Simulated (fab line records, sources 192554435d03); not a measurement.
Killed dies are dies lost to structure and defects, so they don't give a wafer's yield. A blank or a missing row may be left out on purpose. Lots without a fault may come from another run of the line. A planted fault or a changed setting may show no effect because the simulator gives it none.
fab line records | flow n5_finfet | part 1 of 2: steps 1 to 4 of 6
record lots=22 wafers=66 last_day=17
route steps=1938 shown SDB@347 HKMG_FIN@437
lots that met no fault: from a run of the same line without faults
start_h: hours from the record's first day to the start of the lot's first wafer shown | wait_h: hours since the lot's step before | " the same as in the row above | L1.1+2: a row that stands for several wafers | - no value, or no start given | * or withheld: withheld | < > ~ a bound
route shown NAME@n: a module of which the file shows steps, and the number in the route of the first | usual: mean/standard deviation of fault-free wafers | same: alike in all rows | chamber/n: place in a boat | sites: the reading at each site | _std_site: their standard deviation | _edge_site: outer sites' mean less inner sites' | radius_mm: how far each site lies from the wafer's centre | mask NAME#n: copy n | behind: the tool/chamber that last shaped the wafer | hold: why the lot was held/for how many hours/how that ended | device: the transistor (n, p or np) that didn't switch | end of line: the same wafers' tests at the end of the route | a step without rows: its recipe alone | killed: dies lost to structure and defects at the first sort, not the wafer's yield | map: a wafer's dies, x killed, . not, _ none there
set.NAME: the setting as run; set.NAME@STEP: as run at that earlier step | model.NAME: the simulator's own value behind a step, which no gauge read
steps of the route over a sample of lots; a table a step, a row a wafer
services: from which hour (start_h, from the record's first day; less than 0 if before it) a tool's chamber was out of use, for how many hours, and why
## steps
# step N5_SDB_HM_DEP_00
# recipe material=SiNx target_thk_a=400 temp_c=400 precursor=SiH4/NH3/N2 pressure_torr=1.5 rf_w=300 time_s=35.3
# usual heater_power_outer_w=496/76 heater_power_w=817/110 showerhead_plenum_p_Torr=5.11/0.036 throttle_valve_pct=40.0/2.8
# columns lot.wafer tool chamber start_h wait_h heater_power_outer_w heater_power_w showerhead_plenum_p_Torr throttle_valve_pct
L074.3 pecvd-01 2 65.23 0.0 460 819 5.19 37.6
L074.5 " 0 " " 447 800 5.08 35.7
L074.6 " 1 " " 390 743 5.10 45.6
L075.3 pecvd-01 2 68.82 0.0 407 790 5.20 37.6
L075.4 " 0 " " 427 758 5.05 36.1
L075.6 " 2 " " 424 757 5.18 37.6
L076.3 pecvd-04 0 85.96 0.0 453 721 5.05 41.9
L076.4 " 1 " " 632 1037 5.09 41.7
L076.6 " 0 " " 451 734 5.06 41.9
L077.2 pecvd-03 0 90.02 0.0 553 833 5.12 39.2
L077.5 " 2 " " 403 633 5.11 40.1
L077.6 " 0 " " 551 835 5.11 39.2
L078.1 pecvd-03 2 95.93 0.0 386 604 5.14 40.0
L078.3 " 1 " " 523 856 5.07 36.6
L078.6 " 2 " " 399 632 5.13 39.9
L079.1 pecvd-03 2 99.45 0.0 413 649 5.12 39.5
L079.3 " 0 " " 513 815 5.13 39.3
L079.5 " 0 " " 526 822 5.12 39.2
L080.1 pecvd-01 0 102.19 0.0 494 838 5.08 36.0
L080.2 " 1 " " 469 818 5.08 45.7
L080.4 " 1 " " 463 820 5.09 45.8
L081.2 pecvd-04 0 110.60 0.0 486 783 5.07 42.0
L081.5 " 2 " " 579 917 5.15 37.9
L081.6 " 0 " " 492 793 5.07 41.8
L084.3 pecvd-03 0 127.80 0.0 490 774 5.12 39.0
L084.4 " 2 " " 341 566 5.13 39.9
L084.6 " 1 " " 464 787 5.07 36.7
L085.2 pecvd-01 1 139.97 0.1 473 789 5.09 45.7
L085.4 " 1 " " 466 814 5.08 45.9
L085.5 " 1 " " 470 814 5.08 45.9
L086.2 pecvd-03 0 141.03 0.0 460 744 5.12 39.2
L086.3 " 1 " " 570 903 5.08 36.6
L086.5 " 2 " " 354 578 5.11 39.9
L087.3 pecvd-04 0 146.22 0.0 419 691 5.07 41.8
L087.4 " 1 " " 618 976 5.10 41.7
L087.5 " 2 " " 504 841 5.15 38.3
L088.1 pecvd-03 0 153.38 0.0 511 805 5.12 39.4
L088.3 " 2 " " 395 630 5.12 40.3
L088.5 " 2 " " 390 621 5.11 40.0
L089.1 pecvd-04 2 153.74 0.0 590 978 5.14 38.2
L089.5 " 2 " " 600 941 5.15 38.1
L089.6 " 1 " " 608 967 5.11 41.5
L090.2 pecvd-03 2 165.51 0.0 383 578 5.13 40.1
L090.5 " 0 " " 556 826 5.11 39.3
L090.6 " 1 " " 467 776 5.07 36.7
L091.1 pecvd-04 1 171.08 0.0 571 936 5.11 41.8
L091.2 " 0 " " 505 768 5.07 42.3
L091.6 " 1 " " 577 940 5.10 41.5
L092.1 pecvd-04 2 178.99 0.0 599 960 5.15 38.5
L092.3 " 0 " " 472 768 5.07 41.9
L092.4 " 0 " " 472 762 5.06 41.9
L093.2 pecvd-04 1 183.33 0.0 615 960 5.10 41.8
L093.4 " 1 " " 621 975 5.11 41.6
L093.5 " 2 " " 585 978 5.14 38.6
L094.1 pecvd-04 2 187.50 0.0 569 955 5.15 38.3
L094.2 " 1 " " 616 968 5.11 41.6
L094.3 " 0 " " 501 826 5.06 41.7
L095.2 pecvd-01 0 191.37 0.0 483 854 5.07 36.4
L095.3 " 2 " " 451 791 5.19 37.5
L095.5 " 2 " " 446 798 5.18 37.3
L096.2 pecvd-03 0 200.00 0.0 532 826 5.13 39.0
L096.4 " 2 " " 350 560 5.13 40.4
L096.5 " 1 " " 546 908 5.07 36.6
L097.1 pecvd-03 1 202.21 0.0 528 866 5.07 36.8
L097.3 " 2 " " 383 601 5.13 40.2
L097.5 " 1 " " 525 887 5.07 36.8
# step N5_HKMG_FIN_STRIP_34
# recipe chemistry=CF4 resist=SiARC power_w=300 bias_power_w=75 pressure_mtorr=50 cf4_flow_sccm=150 rf_frequency_hz=6e+07
# usual drypump_motor_current_A=5.8/0.47 oes_product_au=0.77/0.054 rf_vpp_V=271.8/1.2 showerhead_plenum_p_Torr=1.82/0.036 throttle_valve_pct=13.63/0.2
# columns lot.wafer tool chamber start_h wait_h drypump_motor_current_A oes_product_au rf_hours_counter_h rf_vpp_V showerhead_plenum_p_Torr throttle_valve_pct
L074.3 rie_diel-06 2 75.00 0.0 5.5 0.81 77 272.0 1.82 13.41
L074.5 " 1 " " 5.7 0.72 - 274.8 1.87 13.71
L074.6 " 0 " " 6.4 0.73 - 269.9 1.79 13.86
L075.3 rie_diel-06 0 78.91 0.0 6.4 0.73 164 271.6 1.79 13.86
L075.4 " 2 " " 5.5 0.80 78 271.7 1.82 13.42
L075.6 " 0 " " 6.4 0.72 - 270.8 1.79 13.86
L076.3 rie_diel-02 2 96.60 0.0 5.1 0.74 166 271.4 1.79 13.94
L076.4 " 0 " " 6.6 0.88 32 272.4 1.89 13.46
L076.6 " 3 " " 5.9 0.77 - 270.9 1.81 13.81
L077.2 rie_diel-05 1 100.43 0.0 6.2 0.85 52 272.4 1.82 13.52
L077.5 " 1 " " 6.2 0.86 - 272.9 1.82 13.54
L077.6 " 0 " " 5.5 0.80 - 272.9 1.81 13.72
L078.1 rie_diel-05 2 106.53 0.0 4.9 0.75 160 272.6 1.86 13.38
L078.3 " 0 " " 5.5 0.79 91 270.9 1.81 13.74
L078.6 " 2 " " 4.9 0.74 - 272.4 1.86 13.37
L079.1 rie_diel-02 0 109.66 0.0 6.5 0.88 36 273.2 1.89 13.48
L079.3 " 2 " " 5.1 0.73 170 271.7 1.79 13.96
L079.5 " 2 " " 5.1 0.73 - 271.0 1.79 13.99
L080.1 rie_diel-05 3 112.28 0.0 5.5 0.84 66 274.6 1.89 13.32
L080.2 " 2 " " 4.9 0.75 163 271.8 1.86 13.39
L080.4 " 1 " " 6.2 0.85 58 270.6 1.82 13.55
L081.2 rie_diel-06 1 120.41 0.0 5.7 0.71 184 272.6 1.87 13.77
L081.5 " 0 " " 6.4 0.71 - 269.9 1.79 13.89
L081.6 " 3 " " 5.7 0.84 - 269.5 1.81 13.53
L084.3 rie_diel-02 2 137.44 0.0 5.1 0.73 179 272.2 1.79 13.97
L084.4 " 3 " " 5.9 0.76 109 272.2 1.81 13.84
L084.6 " 3 " " 5.9 0.77 - 271.3 1.80 13.84
L085.2 rie_diel-05 0 150.13 0.0 5.5 0.78 106 270.4 1.80 13.75
L085.4 " 3 " " 5.5 0.82 78 273.4 1.88 13.33
L085.5 " 2 " " 4.9 0.73 - 272.8 1.86 13.42
L086.2 rie_diel-05 3 151.35 0.0 5.5 0.82 79 272.9 1.88 13.33
L086.3 " 0 " " 5.5 0.78 106 271.8 1.80 13.76
L086.5 " 1 " " 6.2 0.84 - 271.2 1.82 13.59
L087.3 rie_diel-05 1 156.94 0.0 6.2 0.83 73 270.6 1.82 13.57
L087.4 " 3 " " 5.5 0.82 81 273.1 1.88 13.35
L087.5 " 1 " " 6.2 0.84 - 272.8 1.82 13.58
L088.1 rie_diel-06 3 164.60 0.0 5.7 0.82 84 271.7 1.81 13.58
L088.3 " 2 " " 5.5 0.78 110 271.2 1.81 13.50
L088.5 " 3 " " 5.7 0.81 - 271.7 1.80 13.60
L089.1 rie_diel-06 0 166.28 0.0 6.4 0.70 196 271.0 1.78 13.93
L089.5 " 3 " " 5.7 0.82 - 271.9 1.80 13.59
L089.6 " 2 " " 5.5 0.77 - 273.1 1.81 13.50
L090.2 rie_diel-06 1 177.52 0.0 5.7 0.69 203 271.9 1.86 13.80
L090.5 " 0 " " 6.4 0.70 - 270.2 1.78 13.93
L090.6 " 3 " " 5.7 0.81 - 271.1 1.80 13.61
L091.1 rie_diel-02 3 182.47 0.0 5.9 0.75 120 272.2 1.80 13.88
L091.2 " 2 " " 5.1 0.72 189 270.7 1.79 14.02
L091.6 " 0 " " 6.5 0.85 - 273.3 1.88 13.50
L092.1 rie_diel-02 2 188.95 0.0 5.1 0.72 191 272.5 1.79 13.99
L092.3 " 1 " " 6.3 0.70 226 270.0 1.77 13.50
L092.4 " 0 " " 6.5 0.84 57 274.4 1.88 13.52
L093.2 rie_diel-06 0 193.43 0.0 6.4 0.70 206 271.3 1.78 13.94
L093.4 " 3 " " 5.7 0.81 96 270.0 1.80 13.62
L093.5 " 3 " " 5.7 0.81 - 270.4 1.80 13.62
L094.1 rie_diel-06 0 199.38 0.0 6.4 0.70 210 270.2 1.78 13.94
L094.2 " 3 " " 5.7 0.80 100 272.8 1.80 13.64
L094.3 " 2 " " 5.5 0.77 124 271.2 1.80 13.53
L095.2 rie_diel-05 2 201.94 0.0 4.9 0.72 194 272.8 1.85 13.45
L095.3 " 3 " " 5.5 0.80 101 272.1 1.88 13.38
L095.5 " 3 " " 5.4 0.79 - 273.0 1.88 13.38
L096.2 rie_diel-06 2 209.77 0.0 5.5 0.76 128 272.0 1.80 13.52
L096.4 " 3 " " 5.7 0.79 103 272.8 1.80 13.63
L096.5 " 0 " " 6.4 0.70 - 270.6 1.78 13.96
L097.1 rie_diel-05 3 212.53 0.0 5.5 0.79 104 273.6 1.88 13.39
L097.3 " 1 " " 6.2 0.81 98 273.9 1.81 13.65
L097.5 " 0 " " 5.5 0.75 - 272.4 1.80 13.82
# step N5_HKMG_FIN_ETCH_35
# recipe chemistry=N2/H2 target=SOC target_depth_a=2158 ion_energy_ev=65 bias_w=5 source_w=3000 time_s=243.4 pressure_mtorr=30 n2_flow_sccm=200 h2_flow_sccm=200
# usual drypump_motor_current_A=5.8/0.47 oes_product_au=0.78/0.06 rf_vpp_V=141.9/0.94 showerhead_plenum_p_Torr=2.58/0.056 throttle_valve_pct=17.91/0.2
# columns lot.wafer tool chamber start_h wait_h drypump_motor_current_A oes_product_au rf_hours_counter_h rf_vpp_V showerhead_plenum_p_Torr throttle_valve_pct
L074.3 rie_diel-06 2 75.02 0.0 5.5 0.82 77 142.6 2.58 17.72
L074.5 " 1 " " 5.7 0.73 - 143.0 2.63 17.79
L074.6 " 0 " " 6.4 0.73 - 141.6 2.53 18.21
L075.3 rie_diel-06 0 78.93 0.0 6.4 0.74 164 141.6 2.53 18.21
L075.4 " 2 " " 5.5 0.82 78 142.4 2.58 17.70
L075.6 " 0 " " 6.4 0.73 - 140.4 2.53 18.22
L076.3 rie_diel-02 2 96.62 0.0 5.1 0.74 166 140.5 2.53 18.12
L076.4 " 0 " " 6.5 0.91 32 142.3 2.72 17.95
L076.6 " 3 " " 5.9 0.79 - 142.3 2.56 18.16
L077.2 rie_diel-05 1 100.45 0.0 6.2 0.89 52 142.5 2.58 17.94
L077.5 " 1 " " 6.2 0.87 - 142.7 2.58 17.92
L077.6 " 0 " " 5.5 0.83 - 141.9 2.56 17.87
L078.1 rie_diel-05 2 106.55 0.0 4.9 0.75 160 141.5 2.65 17.61
L078.3 " 0 " " 5.5 0.82 91 142.5 2.55 17.86
L078.6 " 2 " " 4.9 0.75 - 142.3 2.65 17.62
L079.1 rie_diel-02 0 109.68 0.0 6.5 0.90 36 141.4 2.72 17.96
L079.3 " 2 " " 5.1 0.73 171 141.2 2.53 18.14
L079.5 " 2 " " 5.1 0.73 - 143.1 2.53 18.13
L080.1 rie_diel-05 3 112.30 0.0 5.5 0.84 66 142.3 2.67 17.57
L080.2 " 2 " " 4.9 0.75 163 142.5 2.65 17.62
L080.4 " 1 " " 6.2 0.88 58 142.7 2.58 17.95
L081.2 rie_diel-06 1 120.43 0.0 5.7 0.72 184 142.2 2.63 17.83
L081.5 " 0 " " 6.4 0.72 - 141.3 2.52 18.27
L081.6 " 3 " " 5.7 0.85 - 141.9 2.57 17.92
L084.3 rie_diel-02 2 137.46 0.0 5.1 0.72 179 140.9 2.52 18.13
L084.4 " 3 " " 5.9 0.78 109 141.9 2.56 18.17
L084.6 " 3 " " 5.9 0.78 - 142.4 2.56 18.18
L085.2 rie_diel-05 0 150.15 0.0 5.5 0.81 106 141.8 2.55 17.89
L085.4 " 3 " " 5.5 0.83 78 143.4 2.67 17.60
L085.5 " 2 " " 4.9 0.74 - 142.5 2.65 17.65
L086.2 rie_diel-05 3 151.37 0.0 5.5 0.83 79 141.0 2.67 17.59
L086.3 " 0 " " 5.5 0.80 106 142.1 2.55 17.88
L086.5 " 1 " " 6.2 0.84 - 142.2 2.57 17.96
L087.3 rie_diel-05 1 156.96 0.0 6.2 0.84 73 141.3 2.57 17.98
L087.4 " 3 " " 5.5 0.82 81 142.9 2.67 17.60
L087.5 " 1 " " 6.2 0.86 - 142.3 2.57 17.95
L088.1 rie_diel-06 3 164.62 0.0 5.7 0.84 84 141.4 2.56 17.95
L088.3 " 2 " " 5.5 0.78 110 139.8 2.56 17.79
L088.5 " 3 " " 5.7 0.82 - 142.3 2.56 17.93
L089.1 rie_diel-06 0 166.30 0.0 6.4 0.70 196 141.4 2.52 18.29
L089.5 " 3 " " 5.7 0.84 - 142.9 2.56 17.95
L089.6 " 2 " " 5.5 0.78 - 143.3 2.56 17.80
L090.2 rie_diel-06 1 177.54 0.0 5.7 0.71 203 142.7 2.62 17.86
L090.5 " 0 " " 6.4 0.70 - 142.0 2.51 18.28
L090.6 " 3 " " 5.7 0.82 - 141.9 2.56 17.94
L091.1 rie_diel-02 3 182.49 0.0 5.8 0.77 120 143.5 2.55 18.22
L091.2 " 2 " " 5.1 0.71 189 141.2 2.52 18.15
L091.6 " 0 " " 6.5 0.87 - 144.0 2.71 18.00
L092.1 rie_diel-02 2 188.97 0.0 5.1 0.72 191 142.3 2.52 18.19
L092.3 " 1 " " 6.3 0.71 226 141.2 2.52 17.77
L092.4 " 0 " " 6.6 0.86 57 142.5 2.71 18.00
L093.2 rie_diel-06 0 193.45 0.0 6.4 0.70 206 143.0 2.51 18.30
L093.4 " 3 " " 5.7 0.82 96 142.1 2.56 17.95
L093.5 " 3 " " 5.7 0.82 - 142.7 2.56 17.97
L094.1 rie_diel-06 0 199.40 0.0 6.4 0.70 210 142.0 2.51 18.30
L094.2 " 3 " " 5.7 0.82 100 140.8 2.56 17.97
L094.3 " 2 " " 5.5 0.77 124 143.4 2.56 17.81
L095.2 rie_diel-05 2 201.96 0.0 4.9 0.72 194 142.5 2.64 17.68
L095.3 " 3 " " 5.5 0.81 101 142.4 2.66 17.62
L095.5 " 3 " " 5.5 0.81 - 143.9 2.66 17.64
L096.2 rie_diel-06 2 209.79 0.0 5.5 0.76 128 141.4 2.56 17.82
L096.4 " 3 " " 5.7 0.82 103 141.5 2.56 17.98
L096.5 " 0 " " 6.4 0.69 - 142.7 2.51 18.31
L097.1 rie_diel-05 3 212.55 0.0 5.5 0.80 104 142.2 2.66 17.64
L097.3 " 1 " " 6.2 0.82 98 140.2 2.56 18.02
L097.5 " 0 " " 5.5 0.78 - 142.3 2.54 17.94
# step N5_HKMG_FIN_STRIP_92
# recipe chemistry=N2/H2 material=SOC time_s=20 power_w=500 temp_c=40 pressure_mtorr=50 rf_frequency_hz=6e+07 bias_power_w=8 h2_frac=0.5 n2_flow_sccm=300 h2_flow_sccm=300
# usual drypump_motor_current_A=5.8/0.47 oes_product_au=0.78/0.059 rf_vpp_V=54.3/0.83 showerhead_plenum_p_Torr=3.41/0.071 throttle_valve_pct=19.1/0.34
# columns lot.wafer tool chamber start_h wait_h drypump_motor_current_A oes_product_au rf_hours_counter_h rf_vpp_V showerhead_plenum_p_Torr throttle_valve_pct
L074.3 rie_diel-06 2 75.17 0.1 5.5 0.82 77 54.0 3.40 18.8
L074.5 " 1 " " 5.7 0.72 - 54.2 3.48 18.6
L074.6 " 0 " " 6.4 0.74 - 54.2 3.34 19.7
L075.3 rie_diel-06 0 79.08 0.1 6.4 0.74 164 54.5 3.34 19.7
L075.4 " 2 " " 5.5 0.83 78 53.9 3.40 18.8
L075.6 " 0 " " 6.4 0.74 - 54.3 3.34 19.7
L076.3 rie_diel-02 2 96.77 0.1 5.1 0.74 166 55.2 3.34 19.1
L076.4 " 0 " " 6.6 0.91 32 56.4 3.59 19.2
L076.6 " 3 " " 5.9 0.79 - 55.1 3.39 19.5
L077.2 rie_diel-05 1 100.60 0.1 6.2 0.87 52 53.9 3.41 19.4
L077.5 " 1 " " 6.2 0.86 - 55.4 3.41 19.4
L077.6 " 0 " " 5.5 0.82 - 55.2 3.38 18.7
L078.1 rie_diel-05 2 106.70 0.1 4.9 0.75 160 55.3 3.50 18.9
L078.3 " 0 " " 5.5 0.82 91 53.4 3.37 18.8
L078.6 " 2 " " 4.9 0.75 - 54.0 3.50 18.9
L079.1 rie_diel-02 0 109.83 0.1 6.5 0.90 36 54.4 3.58 19.2
L079.3 " 2 " " 5.1 0.73 171 52.7 3.34 19.1
L079.5 " 2 " " 5.1 0.73 - 54.1 3.34 19.1
L080.1 rie_diel-05 3 112.44 0.1 5.5 0.85 66 55.2 3.53 18.8
L080.2 " 2 " " 4.9 0.75 163 54.2 3.50 18.9
L080.4 " 1 " " 6.2 0.87 58 53.8 3.40 19.4
L081.2 rie_diel-06 1 120.58 0.1 5.7 0.71 184 54.3 3.47 18.6
L081.5 " 0 " " 6.4 0.72 - 53.7 3.34 19.7
L081.6 " 3 " " 5.7 0.85 - 53.8 3.39 19.1
L084.3 rie_diel-02 2 137.61 0.1 5.1 0.73 179 53.8 3.33 19.1
L084.4 " 3 " " 5.9 0.79 109 56.2 3.38 19.5
L084.6 " 3 " " 5.9 0.78 - 55.1 3.38 19.5
L085.2 rie_diel-05 0 150.29 0.1 5.5 0.80 106 54.0 3.37 18.8
L085.4 " 3 " " 5.5 0.84 78 53.9 3.52 18.9
L085.5 " 2 " " 4.9 0.73 - 54.2 3.49 18.9
L086.2 rie_diel-05 3 151.52 0.1 5.5 0.83 79 55.7 3.52 18.9
L086.3 " 0 " " 5.5 0.80 106 54.2 3.37 18.8
L086.5 " 1 " " 6.2 0.85 - 54.8 3.40 19.4
L087.3 rie_diel-05 1 157.11 0.1 6.2 0.84 74 52.2 3.40 19.4
L087.4 " 3 " " 5.5 0.84 81 55.4 3.52 18.9
L087.5 " 1 " " 6.2 0.85 - 53.8 3.40 19.4
L088.1 rie_diel-06 3 164.77 0.1 5.7 0.82 84 54.6 3.38 19.2
L088.3 " 2 " " 5.5 0.79 110 53.0 3.39 18.9
L088.5 " 3 " " 5.7 0.83 - 53.8 3.39 19.1
L089.1 rie_diel-06 0 166.45 0.1 6.4 0.71 196 54.3 3.33 19.7
L089.5 " 3 " " 5.7 0.83 - 54.6 3.38 19.2
L089.6 " 2 " " 5.5 0.78 - 55.6 3.39 18.9
L090.2 rie_diel-06 1 177.69 0.1 5.7 0.70 203 54.1 3.46 18.7
L090.5 " 0 " " 6.4 0.71 - 52.3 3.32 19.8
L090.6 " 3 " " 5.7 0.82 - 54.1 3.38 19.2
L091.1 rie_diel-02 3 182.64 0.1 5.9 0.78 120 54.6 3.37 19.5
L091.2 " 2 " " 5.1 0.72 189 53.3 3.33 19.2
L091.6 " 0 " " 6.5 0.87 - 53.4 3.57 19.2
L092.1 rie_diel-02 2 189.12 0.1 5.1 0.72 191 53.1 3.33 19.2
L092.3 " 1 " " 6.3 0.70 226 54.8 3.33 18.9
L092.4 " 0 " " 6.5 0.86 57 55.7 3.57 19.2
L093.2 rie_diel-06 0 193.60 0.1 6.4 0.70 206 54.6 3.32 19.8
L093.4 " 3 " " 5.7 0.81 96 54.4 3.38 19.2
L093.5 " 3 " " 5.7 0.82 - 54.2 3.38 19.2
L094.1 rie_diel-06 0 199.55 0.1 6.4 0.71 210 54.0 3.32 19.8
L094.2 " 3 " " 5.7 0.82 100 55.1 3.38 19.2
L094.3 " 2 " " 5.5 0.77 124 53.7 3.38 18.9
L095.2 rie_diel-05 2 202.11 0.1 4.9 0.72 194 54.0 3.48 18.9
L095.3 " 3 " " 5.5 0.81 101 54.4 3.51 18.9
L095.5 " 3 " " 5.5 0.81 - 53.6 3.51 18.9
L096.2 rie_diel-06 2 209.94 0.1 5.5 0.77 128 52.9 3.38 18.9
L096.4 " 3 " " 5.7 0.82 103 53.8 3.38 19.2
L096.5 " 0 " " 6.4 0.71 - 53.8 3.32 19.8
L097.1 rie_diel-05 3 212.70 0.1 5.5 0.80 104 53.9 3.51 18.9
L097.3 " 1 " " 6.2 0.81 98 52.8 3.38 19.4
L097.5 " 0 " " 5.5 0.77 - 55.8 3.35 18.8
